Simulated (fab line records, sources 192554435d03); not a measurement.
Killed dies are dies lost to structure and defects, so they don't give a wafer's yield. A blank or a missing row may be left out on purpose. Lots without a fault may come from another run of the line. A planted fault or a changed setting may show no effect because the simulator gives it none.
Chamber matching | flow n5_finfet | N5_STI_FIN_REVEAL_ALD_14 on ald_sin-03: 4 sister chambers
The step deposits Si3N4, target thk 3 nm. 4 wafers are shown with their chamber, then 8 later ones without.

WAFERS WITH THEIR CHAMBER
wafer  | chamber | heater_power_w (W)
L089.1 | 1       | 853
L091.3 | 2       | 749
L091.4 | 0       | 942
L093.2 | 3       | 786

WAFERS WITHOUT THEIR CHAMBER
wafer  | heater_power_w (W)
L093.4 | 850
L093.6 | 768
L094.2 | 800
L094.5 | 753
L094.6 | 762
L095.1 | 938
L095.3 | 781
L095.4 | 853

WHICH CHAMBER EACH WENT THROUGH
wafer  | from the rows above     | in truth
L093.4 | 1                       | 1
L093.6 | can't be placed: 3 or 2 | 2
L094.2 | 3                       | 3
L094.5 | 2                       | 2
L094.6 | can't be placed: 2 or 3 | 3
L095.1 | 0                       | 0
L095.3 | 3                       | 3
L095.4 | 1                       | 1
Placed correctly: 6 of 8. Can't be placed from these rows: 2 (the true chamber is among the candidates in 2). Placed wrongly: 0.
How it was worked out, from the rows above alone: a wafer's distance from a chamber is the root of the sum, over the readings, of the square of ((its reading less the chamber's mean) divided by the reading's scatter). The wafer belongs to the nearest chamber; if the next one is less than 2 further off, it can't be placed. A chamber's mean is the mean of its shown wafers. The scatter: with one shown wafer a chamber, the root of the mean of the squares of how far each hidden wafer lies from its nearest shown one.
